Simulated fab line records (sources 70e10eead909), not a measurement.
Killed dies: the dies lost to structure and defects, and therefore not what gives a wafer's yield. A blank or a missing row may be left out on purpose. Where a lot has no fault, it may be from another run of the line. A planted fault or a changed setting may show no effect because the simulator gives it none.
Which of the tools did it? :: flow nandHarc :: 39 wafers from 13 lots sampled at 6 of the route's 1302 steps

WHAT THE GAUGES SHOWED, per wafer
NHARC_A_DECK1_JOINT_THK_MEAS_14: measures by ellipsometry. Usual: thkNm reads 51.0 nm (standard deviation 1.9).
lot: L158
measured: day 11 21:07
on: filmMetro-01
thkNm (nm): 49.3 50.8 51.8
flag: 

lot: L157
measured: day 12 00:56
on: filmMetro-02
thkNm (nm): 51.9 51.1 50.3
flag: 

lot: L160
measured: day 12 03:32
on: filmMetro-02
thkNm (nm): 48.6 54.3 53.5
flag: 

lot: L159
measured: day 12 03:32
on: filmMetro-01
thkNm (nm): 51.7 53.9 52.0
flag: 

lot: L161
measured: day 13 02:10
on: filmMetro-02
thkNm (nm): 53.3 49.4 55.9
flag: 

lot: L167
measured: day 15 14:00
on: filmMetro-01
thkNm (nm): 50.4 48.5 51.7
flag: 

lot: L168
measured: day 15 20:44
on: filmMetro-02
thkNm (nm): 50.5 48.5 51.4
flag: 

lot: L172
measured: day 17 07:55
on: filmMetro-01
thkNm (nm): 50.9 48.5 52.7
flag: 

lot: L175
measured: day 18 19:11
on: filmMetro-01
thkNm (nm): 50.6 50.9 50.0
flag: 

lot: L176
measured: day 19 04:35
on: filmMetro-01
thkNm (nm): 52.3 51.9 48.8
flag: 

lot: L179
measured: day 20 10:52
on: filmMetro-02
thkNm (nm): 50.0 50.6 48.9
flag: 

lot: L178
measured: day 20 20:24
on: filmMetro-01
thkNm (nm): 52.3 52.5 51.3
flag: 

lot: L180
measured: day 20 20:24
on: filmMetro-02
thkNm (nm): 48.7 51.9 54.3
flag: 

NHARC_A_DECK1_JOINT_THK_MEAS_17: measures by ellipsometry. Usual: thkNm reads 45.2 nm (standard deviation 1.3).
lot: L158
measured: day 13 04:25
on: filmMetro-02
thkNm (nm): 43.4 46.4 43.2
flag: 

lot: L157
measured: day 13 04:35
on: filmMetro-01
thkNm (nm): 46.1 45.3 44.6
flag: 

lot: L160
measured: day 13 04:25
on: filmMetro-01
thkNm (nm): 43.5 45.3 44.1
flag: 

lot: L159
measured: day 13 04:35
on: filmMetro-01
thkNm (nm): 45.1 44.4 43.5
flag: 

lot: L161
measured: day 14 06:43
on: filmMetro-01
thkNm (nm): 43.7 42.7 45.7
flag: 

lot: L167
measured: day 16 13:26
on: filmMetro-01
thkNm (nm): 35.4 37.1 35.9
flag: OFF

lot: L168
measured: day 17 00:29
on: filmMetro-01
thkNm (nm): 35.5 36.0 37.6
flag: OFF

lot: L172
measured: day 18 07:01
on: filmMetro-02
thkNm (nm): 44.0 45.9 46.3
flag: 

lot: L175
measured: day 19 16:53
on: filmMetro-02
thkNm (nm): 44.3 45.1 44.8
flag: 

lot: L176
measured: day 20 06:16
on: filmMetro-01
thkNm (nm): 44.1 44.8 46.8
flag: 

lot: L179
measured: day 21 11:13
on: filmMetro-01
thkNm (nm): 44.7 46.8 44.8
flag: 

lot: L178
measured: day 21 17:54
on: filmMetro-02
thkNm (nm): 44.8 46.1 44.9
flag: 

lot: L180
measured: day 21 18:02
on: filmMetro-02
thkNm (nm): 44.0 45.5 46.0
flag: 

NHARC_END_SORT_01. Usual: killedAtArray 52, standard deviation 16; killedAtOther 0.8, standard deviation 0.98; killedAtPeriphery 4.2, standard deviation 2.9; killedDies 57, standard deviation 16; killedOpen 3.3, standard deviation 1.9; killedShort 2.5, standard deviation 1.5.
lot: L175
measured: day 31 10:26
on: prober-01
killedAtArray: 35
killedAtOther: 0
killedAtPeriphery: 9
killedDies: 44
killedOpen: 2
killedShort: 2
flag: 

TOOL THAT RAN EACH LOT (tool first, then ch and the chambers of the sampled wafers, then the start)
lot: L158
NHARC_A_CHANNEL_FILL_D1_ALD_16: aldHk-04 ch 0,1,2, day 9 20:34
NHARC_A_DECK1_JOINT_CMP_02: cmp-03 ch 0,3, day 13 03:45
NHARC_A_DECK1_JOINT_DEP_16: pecvd-04 ch 0,2, day 13 04:12

lot: L157
NHARC_A_CHANNEL_FILL_D1_ALD_16: aldHk-01 ch 0,3, day 9 20:34
NHARC_A_DECK1_JOINT_CMP_02: cmp-02 ch 2,3, day 13 03:45
NHARC_A_DECK1_JOINT_DEP_16: pecvd-03 ch 0,1,2, day 13 04:23

lot: L160
NHARC_A_CHANNEL_FILL_D1_ALD_16: aldHk-02 ch 0,3, day 10 04:17
NHARC_A_DECK1_JOINT_CMP_02: cmp-04 ch 1,2,3, day 13 03:48
NHARC_A_DECK1_JOINT_DEP_16: pecvd-03 ch 0,2, day 13 04:08

lot: L159
NHARC_A_CHANNEL_FILL_D1_ALD_16: aldHk-01 ch 0,3, day 10 07:44
NHARC_A_DECK1_JOINT_CMP_02: cmp-04 ch 0,2, day 13 03:55
NHARC_A_DECK1_JOINT_DEP_16: pecvd-04 ch 0,1,2, day 13 04:19

lot: L161
NHARC_A_CHANNEL_FILL_D1_ALD_16: aldHk-01 ch 0,1,3, day 11 03:50
NHARC_A_DECK1_JOINT_CMP_02: cmp-02 ch 0,1,2, day 14 05:58
NHARC_A_DECK1_JOINT_DEP_16: pecvd-02 ch 0,1, day 14 06:21

lot: L167
NHARC_A_CHANNEL_FILL_D1_ALD_16: aldHk-04 ch 0,2,3, day 13 14:43
NHARC_A_DECK1_JOINT_CMP_02: cmp-02 ch 0,2,3, day 16 12:47
NHARC_A_DECK1_JOINT_DEP_16: pecvd-02 ch 1,2, day 16 13:09

lot: L168
NHARC_A_CHANNEL_FILL_D1_ALD_16: aldHk-02 ch 0,3, day 13 23:01
NHARC_A_DECK1_JOINT_CMP_02: cmp-03 ch 0,2,3, day 16 23:52
NHARC_A_DECK1_JOINT_DEP_16: pecvd-02 ch 0,2, day 17 00:16

lot: L172
NHARC_A_CHANNEL_FILL_D1_ALD_16: aldHk-01 ch 0,1,2, day 15 10:07
NHARC_A_DECK1_JOINT_CMP_02: cmp-03 ch 0,1,2, day 18 06:06
NHARC_A_DECK1_JOINT_DEP_16: pecvd-04 ch 0,1, day 18 06:44

lot: L175
NHARC_A_CHANNEL_FILL_D1_ALD_16: aldHk-04 ch 1,2,3, day 16 20:18
NHARC_A_DECK1_JOINT_CMP_02: cmp-02 ch 0,1,2, day 19 16:16
NHARC_A_DECK1_JOINT_DEP_16: pecvd-04 ch 0,1, day 19 16:38

lot: L176
NHARC_A_CHANNEL_FILL_D1_ALD_16: aldHk-04 ch 0,2,3, day 17 02:37
NHARC_A_DECK1_JOINT_CMP_02: cmp-04 ch 0,1,2, day 20 05:36
NHARC_A_DECK1_JOINT_DEP_16: pecvd-03 ch 1,2, day 20 06:01

lot: L179
NHARC_A_CHANNEL_FILL_D1_ALD_16: aldHk-04 ch 0,2,3, day 18 12:33
NHARC_A_DECK1_JOINT_CMP_02: cmp-03 ch 2,3, day 21 10:25
NHARC_A_DECK1_JOINT_DEP_16: pecvd-03 ch 1,2, day 21 10:49

lot: L178
NHARC_A_CHANNEL_FILL_D1_ALD_16: aldHk-02 ch 0,1,3, day 18 20:48
NHARC_A_DECK1_JOINT_CMP_02: cmp-02 ch 0,1,3, day 21 17:04
NHARC_A_DECK1_JOINT_DEP_16: pecvd-02 ch 0,1,2, day 21 17:37

lot: L180
NHARC_A_CHANNEL_FILL_D1_ALD_16: aldHk-01 ch 1,2,3, day 19 00:24
NHARC_A_DECK1_JOINT_CMP_02: cmp-04 ch 1,2,3, day 21 17:02
NHARC_A_DECK1_JOINT_DEP_16: pecvd-03 ch 1,2, day 21 17:40
- NHARC_A_CHANNEL_FILL_D1_ALD_16: deposits SiO2, target thk 1.5 nm, pulse time 10 s, ald cycles 15.
- NHARC_A_DECK1_JOINT_CMP_02: polishes SiOx.
- NHARC_A_DECK1_JOINT_DEP_16: deposits SiO2, target thk 45 nm.

WHAT THE TOOLS THEMSELVES READ (means of the sampled wafers that have a number; where no wafer has one, the mark that the record gives instead)
NHARC_A_CHANNEL_FILL_D1_ALD_16. Usual: heaterPowerW 454 W, standard deviation 43; precursorPulseHeightRel 0.999, standard deviation 0.018.
lot: L158
tool: aldHk-04
heaterPowerW (W): 436
precursorPulseHeightRel: 0.997
flag: 

lot: L157
tool: aldHk-01
heaterPowerW (W): 459
precursorPulseHeightRel: 0.991
flag: 

lot: L160
tool: aldHk-02
heaterPowerW (W): 430
precursorPulseHeightRel: 1.003
flag: 

lot: L159
tool: aldHk-01
heaterPowerW (W): 496
precursorPulseHeightRel: 1.007
flag: 

lot: L161
tool: aldHk-01
heaterPowerW (W): 468
precursorPulseHeightRel: 0.996
flag: 

lot: L167
tool: aldHk-04
heaterPowerW (W): 443
precursorPulseHeightRel: 1.010
flag: 

lot: L168
tool: aldHk-02
heaterPowerW (W): 428
precursorPulseHeightRel: 1.010
flag: 

lot: L172
tool: aldHk-01
heaterPowerW (W): 501
precursorPulseHeightRel: 0.989
flag: 

lot: L175
tool: aldHk-04
heaterPowerW (W): 437
precursorPulseHeightRel: 1.013
flag: 

lot: L176
tool: aldHk-04
heaterPowerW (W): 457
precursorPulseHeightRel: 1.012
flag: 

lot: L179
tool: aldHk-04
heaterPowerW (W): 448
precursorPulseHeightRel: 0.997
flag: 

lot: L178
tool: aldHk-02
heaterPowerW (W): 448
precursorPulseHeightRel: 0.993
flag: 

lot: L180
tool: aldHk-01
heaterPowerW (W): 480
precursorPulseHeightRel: 1.010
flag: 

NHARC_A_DECK1_JOINT_CMP_02. Usual: edgeZonePressureFrac 1.000, standard deviation 0.0055; motorCurrentA 12.9 A, standard deviation 1.
lot: L158
tool: cmp-03
edgeZonePressureFrac: 1.003
motorCurrentA (A): 12.4
flag: 

lot: L157
tool: cmp-02
edgeZonePressureFrac: 0.998
motorCurrentA (A): 13.0
flag: 

lot: L160
tool: cmp-04
edgeZonePressureFrac: 1.002
motorCurrentA (A): 12.3
flag: 

lot: L159
tool: cmp-04
edgeZonePressureFrac: 1.003
motorCurrentA (A): 11.4
flag: 

lot: L161
tool: cmp-02
edgeZonePressureFrac: 0.999
motorCurrentA (A): 13.5
flag: 

lot: L167
tool: cmp-02
edgeZonePressureFrac: 1.003
motorCurrentA (A): 13.6
flag: 

lot: L168
tool: cmp-03
edgeZonePressureFrac: 1.003
motorCurrentA (A): 12.6
flag: 

lot: L172
tool: cmp-03
edgeZonePressureFrac: 0.992
motorCurrentA (A): 13.4
flag: 

lot: L175
tool: cmp-02
edgeZonePressureFrac: 0.998
motorCurrentA (A): 13.3
flag: 

lot: L176
tool: cmp-04
edgeZonePressureFrac: 1.000
motorCurrentA (A): 12.0
flag: 

lot: L179
tool: cmp-03
edgeZonePressureFrac: 1.001
motorCurrentA (A): 11.9
flag: 

lot: L178
tool: cmp-02
edgeZonePressureFrac: 1.002
motorCurrentA (A): 13.0
flag: 

lot: L180
tool: cmp-04
edgeZonePressureFrac: 1.006
motorCurrentA (A): 12.8
flag: 

NHARC_A_DECK1_JOINT_DEP_16. Usual: heaterPowerW 563 W, standard deviation 100; throttleValvePct 16.0 %, standard deviation 0.69.
lot: L158
tool: pecvd-04
heaterPowerW (W): 659
throttleValvePct (%): 15.6
flag: 

lot: L157
tool: pecvd-03
heaterPowerW (W): 555
throttleValvePct (%): 15.5
flag: 

lot: L160
tool: pecvd-03
heaterPowerW (W): 536
throttleValvePct (%): 16.0
flag: 

lot: L159
tool: pecvd-04
heaterPowerW (W): 615
throttleValvePct (%): 15.7
flag: 

lot: L161
tool: pecvd-02
heaterPowerW (W): 491
throttleValvePct (%): 16.4
flag: 

lot: L167
tool: pecvd-02
heaterPowerW (W): 533
throttleValvePct (%): 16.6
flag: 

lot: L168
tool: pecvd-02
heaterPowerW (W): 500
throttleValvePct (%): 16.9
flag: 

lot: L172
tool: pecvd-04
heaterPowerW (W): 755
throttleValvePct (%): 15.8
flag: 

lot: L175
tool: pecvd-04
heaterPowerW (W): 681
throttleValvePct (%): 15.7
flag: 

lot: L176
tool: pecvd-03
heaterPowerW (W): 525
throttleValvePct (%): 15.8
flag: 

lot: L179
tool: pecvd-03
heaterPowerW (W): 513
throttleValvePct (%): 15.9
flag: 

lot: L178
tool: pecvd-02
heaterPowerW (W): 552
throttleValvePct (%): 16.8
flag: 

lot: L180
tool: pecvd-03
heaterPowerW (W): 540
throttleValvePct (%): 15.8
flag: 

THE ANSWER, worked out from the rows above alone
Rule: a lot counts as off when the mean over its wafers that have a number is more than 3 standard deviations away from the usual mean. Also off: a lot with no number at a reading for which 4 or more lots have one. All remaining lots with rows at the step are treated as sound. After the gauges, taken in route order, come the tools' own readings; for these a lot's mean is taken, as printed above. At the first step where some lot is off, the reading lying furthest off is the one used; lots without a number count as furthest.
Off at NHARC_A_DECK1_JOINT_THK_MEAS_17 (thkNm): L167, L168.
A tool fits if, at a process step before that reading, it ran every lot that is off, and no sound lot after the first of them. The gauges at NHARC_A_DECK1_JOINT_THK_MEAS_17 are tried like those tools. Not one of the candidates tried fits.

WHAT THE SIMULATOR HAD INSERTED
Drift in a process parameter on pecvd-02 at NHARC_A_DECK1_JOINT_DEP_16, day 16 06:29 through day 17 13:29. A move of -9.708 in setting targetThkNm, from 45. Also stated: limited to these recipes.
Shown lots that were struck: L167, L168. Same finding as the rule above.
